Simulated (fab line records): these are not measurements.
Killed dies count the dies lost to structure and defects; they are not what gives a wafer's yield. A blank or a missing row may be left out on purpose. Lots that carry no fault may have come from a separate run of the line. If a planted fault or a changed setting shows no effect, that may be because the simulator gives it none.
fab line records ; flow nandHarc
[record] lots = 11; wafers = 33; lastDay = 33
route steps=1302 shown P_M2@331 P_BONDPAD@352 END@1302
lots that met no fault: taken from a fault-free run of the same line
startH: start of the lot's first displayed wafer, in hours after the record's first day ; waitH: hours since the lot's step before ; " unchanged from the row above ; L1.1+2: a single row standing in for several wafers ; - either no value or no given start ; * or withheld: withheld ; < > ~ a bound
route shown NAME@n: NAME is a module with steps in the file, n the number in the route of the first one ; usual: mean/standard deviation taken from wafers without a fault ; same: alike in all rows ; chamber/n: place in a boat ; sites: the reading at each site ; _std_site: the values' standard deviation ; _edge_site: outer sites' mean less inner sites' ; radiusMm: for every site, how far away it sits from the centre of the wafer ; mask NAME#n: copy n ; behind: the most recent tool/chamber to have shaped the wafer ; hold: why the lot was held/for how many hours/how that ended ; device: the transistor (n, p or np) that didn't switch ; end of line: the same wafers' tests at the end of the route ; a step with no rows: only its recipe ; killed: dies that structure and defects cost at the first sort, which is not the same as the wafer's yield ; map: dies across one wafer; x = killed, . = not, _ = none there
set.NAME: the run value of the setting; set.NAME@STEP: its run value at that earlier step ; model.NAME: the simulator's own value behind a step, which no gauge read
one table for each step of the route and one row for each wafer, over a sample of lots
services: the hour from which a tool's chamber was out of use, counted from the record's first day as startH (under 0 if before that day), plus the number of hours and why
[[steps]]
[step NHARC_P_M2_DESCUM_14]
[recipe] timeS = 3; o2FlowSccm = 200; arFlowSccm = 0; biasPowerW = 0; chemistry = O2
[usual] drypumpMotorCurrentA = 5.7/0.48; oesProductAu = 1.003/0.0079; rfVppV = 57.7/0.99; showerheadPlenumPTorr = 1.93/0.082; throttleValvePct = 11.311/0.0096
[same] timeS = 3
lot.wafer;tool;chamber;startH;waitH;drypumpMotorCurrentA;oesProductAu;rfHoursCounterH;rfVppV;showerheadPlenumPTorr;throttleValvePct
L985.3;rieDiel-12;2;225.16;0.1;5.3;1.013;5.3;58.6;1.97;11.289
L985.4;rieDiel-12;3;225.16;0.1;5.3;1.015;5.8;59.2;2.03;11.304
L985.2;rieDiel-12;0;225.16;0.1;5.3;1.005;6.5;56.8;1.99;11.319
L990.4;rieDiel-12;1;265.88;0.1;6.1;1.008;9.3;59.1;1.94;11.306
L990.1;rieDiel-12;0;265.88;0.1;5.3;1.006;10.5;58.0;1.99;11.313
L990.6;rieDiel-12;1;265.88;0.1;6.1;1.004;-;57.9;1.94;11.326
L992.1;rieDiel-09;0;276.51;0.1;6.4;1.005;3.5;58.8;1.98;11.324
L992.4;rieDiel-09;2;276.51;0.1;5.2;1.001;6.1;58.0;1.85;11.304
L992.6;rieDiel-09;3;276.51;0.1;6.4;1.000;-;58.3;1.79;11.306
L991.1;rieDiel-09;0;279.14;0.1;6.4;1.003;3.6;59.1;1.98;11.320
L991.2;rieDiel-09;2;279.14;0.1;5.1;1.002;6.1;56.6;1.85;11.295
L991.4;rieDiel-09;3;279.14;0.1;6.5;0.995;4.5;57.6;1.79;11.321
L993.1;rieDiel-09;2;290.22;0.1;5.2;1.011;6.8;57.1;1.85;11.313
L993.4;rieDiel-09;0;290.22;0.1;6.4;1.008;4.0;57.7;1.98;11.310
L993.5;rieDiel-09;1;290.22;0.1;5.8;1.000;-;57.3;1.86;11.307
L994.4;rieDiel-09;2;298.78;0.1;5.1;1.010;7.1;55.6;1.85;11.308
L994.1;rieDiel-09;0;298.78;0.1;6.4;1.006;4.3;55.3;1.98;11.309
L994.6;rieDiel-09;2;298.78;0.1;5.1;1.010;-;58.5;1.85;11.309
L996.1;rieDiel-09;1;314.81;0.1;5.8;0.991;6.5;56.6;1.86;11.322
L996.6;rieDiel-09;3;314.81;0.1;6.4;1.015;-;57.4;1.79;11.327
L996.5;rieDiel-09;0;314.81;0.1;6.4;1.010;-;59.2;1.98;11.304
L997.1;rieDiel-12;2;335.20;0.1;5.4;1.001;2.4;58.6;1.97;11.302
L997.4;rieDiel-12;3;335.20;0.1;5.3;1.001;3.2;58.1;2.03;11.309
L997.5;rieDiel-12;2;335.20;0.1;5.4;0.996;-;56.5;1.97;11.305
L998.4;rieDiel-09;3;345.65;0.1;6.5;0.985;0.4;56.6;1.79;11.315
L998.2;rieDiel-09;1;345.65;0.1;5.8;0.992;0.6;57.6;1.86;11.308
L998.1;rieDiel-09;2;345.65;0.1;5.2;0.997;0.6;57.8;1.85;11.309
L100.2;rieDiel-12;2;360.33;0.1;5.4;1.006;3.5;57.8;1.97;11.309
L100.5;rieDiel-12;2;360.33;0.1;5.4;1.006;-;55.8;1.97;11.305
L100.6;rieDiel-12;3;360.33;0.1;5.3;1.007;-;56.8;2.03;11.313
L999.4;rieDiel-02;0;361.72;0.1;5.5;1.013;9.5;59.3;2.00;11.313
L999.2;rieDiel-02;1;361.72;0.1;5.6;0.998;10.2;58.2;1.98;11.306
L999.6;rieDiel-02;1;361.72;0.1;5.6;0.993;-;57.0;1.98;11.304
[step NHARC_P_M2_ANNEAL_31]
[recipe] tempC = 225; timeS = 90
[usual] wafer_temp_C_max = 226.2/0.48
[same] timeS = 90
lot.wafer;tool;chamber;startH;waitH;wafer_temp_C_max
L985.2;rtpAnneal-02;0;226.97;0.3;226.1
L985.3;rtpAnneal-02;0;226.97;0.3;226.3
L985.4;rtpAnneal-02;0;226.97;0.3;226.4
L990.1;rtpAnneal-02;0;267.72;0.4;225.7
L990.4;rtpAnneal-02;0;267.72;0.4;226.0
L990.6;rtpAnneal-02;0;267.72;0.4;226.0
L992.1;rtpAnneal-02;0;278.26;0.3;226.3
L992.4;rtpAnneal-02;0;278.26;0.3;225.7
L992.6;rtpAnneal-02;0;278.26;0.3;226.0
L991.1;rtpAnneal-01;0;280.93;-;226.9
L991.2;rtpAnneal-01;0;280.93;-;226.9
L991.4;rtpAnneal-01;0;280.93;-;227.4
L993.1;rtpAnneal-02;0;291.96;-;225.9
L993.4;rtpAnneal-02;0;291.96;-;226.0
L993.5;rtpAnneal-02;0;291.96;-;226.0
L994.1;rtpAnneal-02;0;300.60;0.3;225.8
L994.4;rtpAnneal-02;0;300.60;0.3;226.1
L994.6;rtpAnneal-02;0;300.60;0.3;225.8
L996.1;rtpAnneal-02;0;316.56;0.3;225.7
L996.5;rtpAnneal-02;0;316.56;0.3;225.6
L996.6;rtpAnneal-02;0;316.56;0.3;226.0
L997.1;rtpAnneal-02;0;336.95;0.3;226.1
L997.4;rtpAnneal-02;0;336.95;0.3;225.9
L997.5;rtpAnneal-02;0;336.95;0.3;225.5
L998.1;rtpAnneal-01;0;347.41;0.3;226.6
L998.2;rtpAnneal-01;0;347.41;0.3;227.0
L998.4;rtpAnneal-01;0;347.41;0.3;226.8
L100.2;rtpAnneal-01;0;362.13;-;226.4
L100.5;rtpAnneal-01;0;362.13;-;226.4
L100.6;rtpAnneal-01;0;362.13;-;226.5
L999.2;rtpAnneal-02;0;363.59;0.4;226.1
L999.4;rtpAnneal-02;0;363.59;0.4;226.2
L999.6;rtpAnneal-02;0;363.59;0.4;226.1
[step NHARC_P_M2_CMP_23]
[recipe] tOverpolishS = 20; targetThkNm = 144.3
[usual] motorCurrentA = 12.0/0.76; timeToEndpointS = 28.8/2.2
lot.wafer;tool;chamber;startH;waitH;motorCurrentA;timeToEndpointS
L985.3;cmp-01;1;227.29;-;11.7;29.0
L985.4;cmp-01;2;227.29;-;12.1;14.4
L985.2;cmp-01;3;227.29;-;11.9;14.4
L990.1;cmp-03;3;268.12;-;12.4;31.2
L990.4;cmp-03;0;268.12;-;11.5;32.0
L990.6;cmp-03;2;268.12;-;13.4;34.9
L992.1;cmp-01;0;278.63;-;11.5;27.6
L992.4;cmp-01;2;278.63;-;11.5;27.9
L992.6;cmp-01;3;278.63;-;12.1;29.3
L991.4;cmp-01;0;281.28;-;12.0;31.7
L991.1;cmp-01;1;281.28;-;11.9;30.6
L991.2;cmp-01;3;281.28;-;12.2;29.1
L993.1;cmp-01;1;292.31;-;11.3;30.6
L993.4;cmp-01;2;292.31;-;11.3;28.8
L993.5;cmp-01;2;292.31;-;11.3;27.1
L994.1;cmp-01;0;301.06;-;12.1;27.3
L994.4;cmp-01;2;301.06;-;11.4;26.6
L994.6;cmp-01;3;301.06;-;12.2;25.6
L996.1;cmp-01;1;316.94;-;11.2;28.0
L996.5;cmp-01;0;316.94;-;11.8;26.4
L996.6;cmp-01;1;316.94;-;12.2;25.1
L997.1;cmp-01;2;337.32;-;11.4;24.5
L997.4;cmp-01;3;337.32;-;12.6;25.2
L997.5;cmp-01;2;337.32;-;11.7;25.8
L998.2;cmp-01;3;347.76;-;12.0;32.5
L998.4;cmp-01;0;347.76;-;12.0;29.7
L998.1;cmp-01;2;347.76;-;11.3;31.1
L100.2;cmp-03;3;362.48;-;13.1;33.8
L100.6;cmp-03;1;362.48;-;13.5;34.0
L100.5;cmp-03;2;362.48;-;13.3;33.7
L999.4;cmp-01;0;364.14;-;11.8;27.8
L999.2;cmp-01;2;364.14;-;11.9;26.3
L999.6;cmp-01;0;364.14;-;12.1;27.1
[step NHARC_P_M2_THK_MEAS_24]
[recipe] thkMeasGauge = xrf
[usual] thkNm = 144.5/1.5
lot.wafer;tool;chamber;startH;waitH;thkNm
L985.2;filmMetro-01;-;227.58;-;136.9
L985.3;filmMetro-01;-;227.58;-;144.7
L985.4;filmMetro-01;-;227.58;-;137.1
L990.1;filmMetro-02;-;268.38;-;143.9
L990.4;filmMetro-02;-;268.38;-;144.9
L990.6;filmMetro-02;-;268.38;-;145.2
L992.1;filmMetro-02;-;278.92;-;146.0
L992.4;filmMetro-02;-;278.92;-;146.4
L992.6;filmMetro-02;-;278.92;-;145.5
L991.1;filmMetro-02;-;281.59;-;147.0
L991.2;filmMetro-02;-;281.59;-;146.5
L991.4;filmMetro-02;-;281.59;-;146.7
L993.1;filmMetro-02;-;292.62;-;144.1
L993.4;filmMetro-02;-;292.62;-;144.0
L993.5;filmMetro-02;-;292.62;-;144.1
L994.1;filmMetro-02;-;301.35;-;142.8
L994.4;filmMetro-02;-;301.35;-;144.0
L994.6;filmMetro-02;-;301.35;-;143.6
L996.1;filmMetro-02;-;317.22;-;142.3
L996.5;filmMetro-02;-;317.22;-;144.3
L996.6;filmMetro-02;-;317.22;-;144.6
L997.1;filmMetro-01;-;337.61;-;141.9
L997.4;filmMetro-01;-;337.61;-;144.6
L997.5;filmMetro-01;-;337.61;-;143.8
L998.1;filmMetro-02;-;348.07;-;142.6
L998.2;filmMetro-02;-;348.07;-;144.6
L998.4;filmMetro-02;-;348.07;-;146.3
L100.2;filmMetro-01;-;362.74;-;143.9
L100.5;filmMetro-01;-;362.74;-;145.7
L100.6;filmMetro-01;-;362.74;-;143.1
L999.2;filmMetro-02;-;364.46;-;143.2
L999.4;filmMetro-02;-;364.46;-;144.4
L999.6;filmMetro-02;-;364.46;-;143.0
[step NHARC_P_BONDPAD_CMP_32]
[recipe] targetThkNm = 200; material = SiCN
[usual] motorCurrentA = 11.9/1.3
lot.wafer;tool;chamber;startH;waitH;motorCurrentA
L985.2;cmp-03;3;228.73;-;13.2
L985.4;cmp-03;0;228.73;-;12.1
L985.3;cmp-03;1;228.73;-;14.5
L990.1;cmp-04;1;269.53;-;10.7
L990.4;cmp-04;2;269.53;-;13.5
L990.6;cmp-04;0;269.53;-;9.8
L992.4;cmp-02;3;280.07;-;10.3
L992.1;cmp-02;1;280.07;-;10.6
L992.6;cmp-02;3;280.07;-;10.7
L991.4;cmp-04;2;282.79;-;13.7
L991.2;cmp-04;3;282.79;-;12.0
L991.1;cmp-04;1;282.79;-;10.4
L993.4;cmp-03;0;293.75;-;11.6
L993.1;cmp-03;2;293.75;-;12.9
L993.5;cmp-03;1;293.75;-;12.8
L994.1;cmp-04;2;302.63;-;13.5
L994.4;cmp-04;0;302.63;-;9.8
L994.6;cmp-04;2;302.63;-;13.5
L996.1;cmp-03;1;318.35;-;13.2
L996.6;cmp-03;1;318.35;-;13.2
L996.5;cmp-03;2;318.35;-;13.3
L997.4;cmp-02;0;338.74;-;13.0
L997.1;cmp-02;2;338.74;-;11.4
L997.5;cmp-02;0;338.74;-;12.9
L998.2;cmp-04;3;349.20;-;11.7
L998.1;cmp-04;0;349.20;-;10.1
L998.4;cmp-04;1;349.20;-;10.5
L100.2;cmp-03;0;363.95;-;11.4
L100.5;cmp-03;1;363.95;-;12.8
L100.6;cmp-03;2;363.95;-;12.5
L999.4;cmp-04;1;365.63;-;10.8
L999.2;cmp-04;2;365.63;-;13.0
L999.6;cmp-04;3;365.63;-;12.2
[step NHARC_END_SORT_01]
[recipe] tempC = 25
[usual] defectLimitedYield = 91.9/2.2; killedAtArray = 50/14; killedAtOther = 0.9/1; killedAtPeriphery = 3.9/2.5; killedDies = 55/15; killedOpen = 3.5/1.9; killedShort = 2.5/1.7; sort_bin_2_pct = 3.0/1.1; sort_bin_3_pct = 0.6/0.33; sort_bin_4_pct = 4.6/1.1; sortNPass = 622/15; sortRimYieldPct = 90/3.8; sortYieldPct = 91.9/2.2
[same] grossDies = 677; sort_bin_5_pct[%] = 0; sort_bin_6_pct[%] = 0; sort_bin_7_pct[%] = 0; sort_bin_8_pct[%] = 0; sortRimNGross = 106.00
lot.wafer;tool;chamber;startH;waitH;defectLimitedYield[%];killedAtArray;killedAtOther;killedAtPeriphery;killedDies;killedOpen;killedShort;sort_bin_2_pct[%];sort_bin_3_pct[%];sort_bin_4_pct[%];sortNPass;sortRimYieldPct[%];sortYieldPct[%]
L992.1;prober-02;0;694.21;2.5;91.6;49;1;7;57;4;6;3.4;0.6;4.4;620;92;91.6
L992.4;prober-02;0;696.57;3.3;90.4;56;1;8;65;6;1;2.7;0.9;6.1;612;92;90.4
L992.6;prober-02;0;698.15;3.9;92.8;45;1;3;49;3;0;2.1;0.3;4.9;628;90;92.8
L991.1;prober-01;0;694.27;2.5;90.8;56;0;6;62;5;2;2.8;0.4;5.9;615;90;90.8
L991.2;prober-01;0;695.07;2.8;89.4;66;0;6;72;10;0;4.1;1.2;5.3;605;89;89.4
L991.4;prober-01;0;696.68;3.4;88.6;66;2;9;77;3;6;3.5;0.4;7.4;600;92;88.6
L990.1;prober-02;0;702.96;2.5;91.3;59;0;0;59;5;4;3.1;1.0;4.6;618;81;91.3
L990.4;prober-02;0;705.38;3.4;91.4;56;0;2;58;3;2;3.4;0.4;4.7;619;92;91.4
L990.6;prober-02;0;706.99;4.0;94.2;39;0;0;39;1;1;1.9;0.3;3.5;638;88;94.2
L993.1;prober-01;0;718.64;2.5;90.4;62;2;1;65;3;1;3.4;0.6;5.6;612;92;90.4
L993.4;prober-01;0;721.03;3.4;88.5;71;3;4;78;5;2;4.3;0.6;6.6;599;89;88.5
L993.5;prober-01;0;721.83;3.7;89.4;64;2;6;72;4;3;5.0;1.0;4.6;605;90;89.4
L996.1;prober-01;0;742.30;2.5;91.1;58;0;2;60;0;0;4.4;0.9;3.5;617;91;91.1
L996.5;prober-01;0;745.50;3.7;89.5;66;2;3;71;5;4;4.0;0.4;6.1;606;89;89.5
L996.6;prober-01;0;746.29;4.0;91.4;55;0;3;58;3;1;3.2;0.4;4.9;619;88;91.4
L994.1;prober-02;0;754.05;2.6;91.7;47;1;8;56;5;1;2.5;0;5.8;621;89;91.7
L994.4;prober-02;0;756.46;3.4;92.6;48;0;2;50;1;1;3.2;0.4;3.7;627;91;92.6
L994.6;prober-02;0;758.06;4.0;89.5;65;0;6;71;7;2;5.0;0.1;5.3;606;86;89.5
// killed by level:class
L992.1 A_SLIT:chamberFilmFlake=27 A_CHANNEL_HOLE_D1:chamberFilmFlake=7 A_WL_FILL:geometricParticle:short=3 P_M1:chamberFilmFlake=3 P_GATE:chamberFilmFlake=2 A_STAIRCASE:chamberFilmFlake=2 A_WL_FILL:chamberFilmFlake=2 P_CONTACT:geometricParticle:short=1
L991.1 A_CHANNEL_HOLE_D2:chamberFilmFlake=22 A_CHANNEL_HOLE_D1:chamberFilmFlake=15 A_CONTACT:chamberFilmFlake=9 P_GATE:chamberFilmFlake=3 A_SLIT:chamberFilmFlake=3 A_STAIRCASE:chamberFilmFlake=2 A_M0:geometricParticle:open=2 P_CONTACT:geometricParticle:short=1
L991.2 A_CHANNEL_HOLE_D1:chamberFilmFlake=36 A_CHANNEL_HOLE_D2:chamberFilmFlake=14 A_CONTACT:chamberFilmFlake=5 A_CHANNEL_FILL_D2:geometricParticle:open=3 P_GATE:chamberFilmFlake=3 A_CHANNEL_FILL_D1:geometricParticle:open=2 A_SLIT:chamberFilmFlake=2 A_STAIRCASE:chamberFilmFlake=2
L992.4 A_SLIT:chamberFilmFlake=31 A_CHANNEL_HOLE_D1:chamberFilmFlake=10 A_WL_FILL:chamberFilmFlake=4 P_M1:chamberFilmFlake=3 A_ONON_D1:geometricParticle:open=2 A_DECK1_JOINT:chamberFilmFlake=2 A_STAIRCASE:chamberFilmFlake=2 A_CONTACT:chamberFilmFlake=2
L991.4 A_CHANNEL_HOLE_D1:chamberFilmFlake=37 A_CHANNEL_HOLE_D2:chamberFilmFlake=17 P_GATE:chamberFilmFlake=5 A_SLIT:chamberFilmFlake=3 STARTING-WAFER:geometricParticle:short=2 P_STI:chamberFilmFlake=2 A_CONTACT:chamberFilmFlake=2 P_STI:geometricParticle:short=1
L992.6 A_SLIT:chamberFilmFlake=20 A_CONTACT:chamberFilmFlake=8 A_CHANNEL_HOLE_D1:chamberFilmFlake=6 A_STAIRCASE:chamberFilmFlake=4 A_ONON_D1:geometricParticle:open=1 A_CHANNEL_FILL_D1:geometricParticle:open=1 A_CHANNEL_HOLE_D2:geometricParticle:open=1 P_STI:chamberFilmFlake=1
L990.1 A_CHANNEL_HOLE_D1:chamberFilmFlake=20 A_CHANNEL_HOLE_D2:chamberFilmFlake=19 A_BONDPAD:chamberFilmFlake=5 A_CONTACT:chamberFilmFlake=3 A_STAIRCASE:chamberFilmFlake=2 A_ONON_D1:geometricParticle:short=1 A_DECK1_JOINT:geometricParticle:short=1 A_ONON_D2:geometricParticle:open=1
L990.4 A_CHANNEL_HOLE_D1:chamberFilmFlake=31 A_CHANNEL_HOLE_D2:chamberFilmFlake=11 A_CONTACT:chamberFilmFlake=3 A_STAIRCASE:chamberFilmFlake=2 A_BONDPAD:chamberFilmFlake=2 A_SOURCE_PLATE:geometricParticle:short=1 A_DECK1_JOINT:geometricParticle:short=1 A_DECK1_JOINT:geometricParticle:open=1
L990.6 A_CHANNEL_HOLE_D1:chamberFilmFlake=15 A_CHANNEL_HOLE_D2:chamberFilmFlake=12 A_STAIRCASE:chamberFilmFlake=4 A_CONTACT:chamberFilmFlake=3 A_SLIT:chamberFilmFlake=2 A_CHANNEL_HOLE_D2:geometricParticle:short=1 A_SGD_CUT:geometricParticle:open=1 A_BONDPAD:chamberFilmFlake=1
L993.1 A_SLIT:chamberFilmFlake=28 A_CHANNEL_HOLE_D2:chamberFilmFlake=10 A_CONTACT:chamberFilmFlake=9 A_CHANNEL_HOLE_D1:chamberFilmFlake=4 A_CHANNEL_FILL_D1:chamberFilmFlake=2 A_CHANNEL_FILL_D2:chamberFilmFlake=2 A_STAIRCASE:chamberFilmFlake=2 THIN_TSV:chamberFilmFlake=2
L993.4 A_SLIT:chamberFilmFlake=26 A_CHANNEL_HOLE_D2:chamberFilmFlake=22 A_CHANNEL_HOLE_D1:chamberFilmFlake=7 A_CONTACT:chamberFilmFlake=4 A_STAIRCASE:chamberFilmFlake=3 THIN_TSV:chamberFilmFlake=3 A_M1:geometricParticle:open=2 P_STI:chamberFilmFlake=2
L993.5 A_SLIT:chamberFilmFlake=23 A_CHANNEL_HOLE_D2:chamberFilmFlake=16 A_CHANNEL_HOLE_D1:chamberFilmFlake=8 A_CONTACT:chamberFilmFlake=4 P_ZERO_WELL:chamberFilmFlake=3 A_CHANNEL_FILL_D2:chamberFilmFlake=3 A_M1:geometricParticle:open=2 P_BONDPAD:chamberFilmFlake=2
L996.1 A_CHANNEL_HOLE_D2:chamberFilmFlake=24 A_SLIT:chamberFilmFlake=19 A_CHANNEL_HOLE_D1:chamberFilmFlake=7 A_WL_FILL:chamberFilmFlake=3 A_STAIRCASE:chamberFilmFlake=3 P_ZERO_WELL:chamberFilmFlake=2 A_CONTACT:chamberFilmFlake=2
L996.5 A_SLIT:chamberFilmFlake=20 A_CHANNEL_HOLE_D2:chamberFilmFlake=17 A_CHANNEL_HOLE_D1:chamberFilmFlake=10 A_STAIRCASE:chamberFilmFlake=6 A_WL_FILL:chamberFilmFlake=4 THIN_TSV:chamberFilmFlake=2 P_STI:geometricParticle:short=1 P_CONTACT:geometricParticle:open=1
L996.6 A_CHANNEL_HOLE_D2:chamberFilmFlake=17 A_SLIT:chamberFilmFlake=15 A_CHANNEL_HOLE_D1:chamberFilmFlake=7 A_CONTACT:chamberFilmFlake=5 A_STAIRCASE:chamberFilmFlake=3 A_WL_FILL:chamberFilmFlake=2 A_CHANNEL_HOLE_D1:geometricParticle:open=1 A_ONON_D2:geometricParticle:short=1
L994.1 A_CHANNEL_HOLE_D2:chamberFilmFlake=20 A_CONTACT:chamberFilmFlake=11 A_CHANNEL_HOLE_D1:chamberFilmFlake=7 P_GATE:geometricParticle:open=2 A_SLIT:chamberFilmFlake=2 A_CHANNEL_FILL_D2:geometricParticle:open=2 P_GATE:chamberFilmFlake=2 A_CHANNEL_FILL_D2:chamberFilmFlake=2
L994.4 A_CHANNEL_HOLE_D1:chamberFilmFlake=15 A_CHANNEL_HOLE_D2:chamberFilmFlake=14 A_CONTACT:chamberFilmFlake=8 A_ZERO_WELL:chamberFilmFlake=2 A_CHANNEL_FILL_D1:chamberFilmFlake=2 A_CHANNEL_FILL_D2:chamberFilmFlake=2 A_STAIRCASE:chamberFilmFlake=2 A_SLIT:chamberFilmFlake=2
L994.6 A_CHANNEL_HOLE_D2:chamberFilmFlake=23 A_CHANNEL_HOLE_D1:chamberFilmFlake=16 A_CONTACT:chamberFilmFlake=12 A_SLIT:chamberFilmFlake=3 P_STI:chamberFilmFlake=2 P_GATE:chamberFilmFlake=2 P_M0:geometricParticle:open=1 P_M0:geometricParticle:short=1
[[services]]
tool;chamber;startH;hours;kind
cmp-02;-;204.19;0.5;repair
cmp-04;-;208.29;1.9;repair
cmp-04;-;210.20;4.0;pm
rieDiel-02;-;216.70;9.0;pm
cmp-02;-;232.80;4.0;pm
rieDiel-09;3;233.93;11.8;repair
rieDiel-09;0;236.61;15.8;repair
cmp-03;-;260.04;4.0;pm
rieDiel-12;-;268.46;9.0;pm
rieDiel-09;-;271.89;1.1;repair
cmp-04;-;273.12;8.9;repair
cmp-03;-;277.37;11.5;repair
cmp-02;-;281.56;4.0;repair
cmp-01;-;283.50;4.0;pm
rtpAnneal-01;-;290.06;0.6;repair
cmp-04;-;298.91;2.1;repair
cmp-03;-;300.64;0.8;repair
cmp-04;-;308.20;4.0;pm
rieDiel-09;-;320.10;9.0;pm
cmp-02;-;330.80;4.0;pm
cmp-04;-;331.37;2.2;repair
cmp-02;-;336.44;1.5;repair
cmp-01;-;338.28;4.4;repair
cmp-03;-;358.04;4.0;pm
[[key]]
[firstSign] step = NHARC_P_M2_CMP_23; reading = timeToEndpointS; direction = down; sigmas = 6.5; usual = *; struck = *
[effect] step = NHARC_P_M2_THK_MEAS_24; reading = thkNm; direction = down; sigmas = 5.1; usual = 144.5; struck = 137.0
metAt NHARC_P_M2_CMP_23
struckLots L985
struckWafers L985.2,L985.4
notActingAt NHARC_P_M2_DESCUM_14,NHARC_P_M2_ANNEAL_31,NHARC_P_BONDPAD_CMP_32
[fault] kind = processParameterDrift; tool = cmp-01; chamber = -; onsetH = 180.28; steps = NHARC_P_M2_CMP_23; channel = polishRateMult; offset = 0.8; shape = step; endH = 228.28; scope = struckWafersOnly
